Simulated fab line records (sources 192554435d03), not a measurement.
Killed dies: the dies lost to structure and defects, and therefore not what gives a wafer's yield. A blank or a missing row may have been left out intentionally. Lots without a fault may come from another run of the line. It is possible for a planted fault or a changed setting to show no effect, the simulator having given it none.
Chamber matching    flow n5_finfet    rie_diel-04 running N5_BEOL_M5_STRIP_64: 4 sister chambers
The step strips in CF4. 18 wafers are shown with their chamber, then 9 later ones without.

## WAFERS PAIRED WITH THEIR CHAMBERS
wafer   chamber  showerhead_plenum_p_Torr (Torr)  drypump_motor_current_A (A)  throttle_valve_pct (%)
L074.1  0        1.85                             5.8                          13.90
L074.2  3        1.71                             6.4                          13.72
L074.6  2        1.84                             5.7                          13.85
L075.1  0        1.85                             5.8                          13.90
L075.4  2        1.84                             5.8                          13.86
L075.5  3        1.71                             6.5                          13.74
L076.1  2        1.84                             5.8                          13.86
L076.2  3        1.71                             6.5                          13.73
L076.4  1        1.75                             5.7                          13.25
L078.3  3        1.71                             6.5                          13.73
L078.5  1        1.75                             5.7                          13.27
L078.6  3        1.71                             6.5                          13.74
L077.2  2        1.84                             5.8                          13.87
L077.5  1        1.75                             5.7                          13.26
L077.6  2        1.84                             5.8                          13.87
L084.2  2        1.83                             5.8                          13.90
L084.3  0        1.84                             5.8                          13.96
L084.6  1        1.75                             5.7                          13.30

SIGNATURES (averages over the wafers above)
reading                   chamber 0  chamber 1  chamber 2  chamber 3  scatter within a chamber
showerhead_plenum_p_Torr  1.8467     1.7500     1.8383     1.7100     0.00327
drypump_motor_current_A   5.800      5.700      5.783      6.480      0.0342
throttle_valve_pct        13.9200    13.2700    13.8683    13.7320    0.0199
Rule: distance of a wafer from a chamber = root of the sum over the readings of ((wafer's reading minus chamber's mean) / reading's scatter) squared. If the next closest chamber is less than 2 further off than the closest, the wafer can't be placed; otherwise it belongs to the closest. The scatter is the square root of a quotient: the sum, over the shown wafers, of each reading's squared deviation from its chamber's mean, divided by wafers minus chambers.

## WAFERS WHOSE CHAMBER IS MISSING
wafer   showerhead_plenum_p_Torr (Torr)  drypump_motor_current_A (A)  throttle_valve_pct (%)
L088.2  1.75                             5.7                          13.32
L088.3  1.84                             5.8                          13.37
L088.5  1.71                             6.5                          13.76
L091.2  1.75                             5.7                          13.36
L091.4  1.84                             5.8                          13.37
L091.5  1.70                             6.5                          13.76
L094.2  1.83                             5.8                          13.34
L094.3  1.74                             5.7                          13.35
L094.5  1.83                             5.8                          13.34

## WHICH CHAMBER EACH ONE RAN IN
wafer    from the rows above       in truth
L088.2   1                         1
L088.3   2                         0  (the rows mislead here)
L088.5   3                         3
L091.2   1                         1
L091.4   2                         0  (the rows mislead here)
L091.5   3                         3
L094.2   can't be placed: 1 or 2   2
L094.3   1                         1
L094.5   can't be placed: 1 or 2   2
Placed correctly: 5 of 9. From these rows, 2 cannot be placed; in 2 the true chamber is one of the candidates. Placed wrongly: 2.
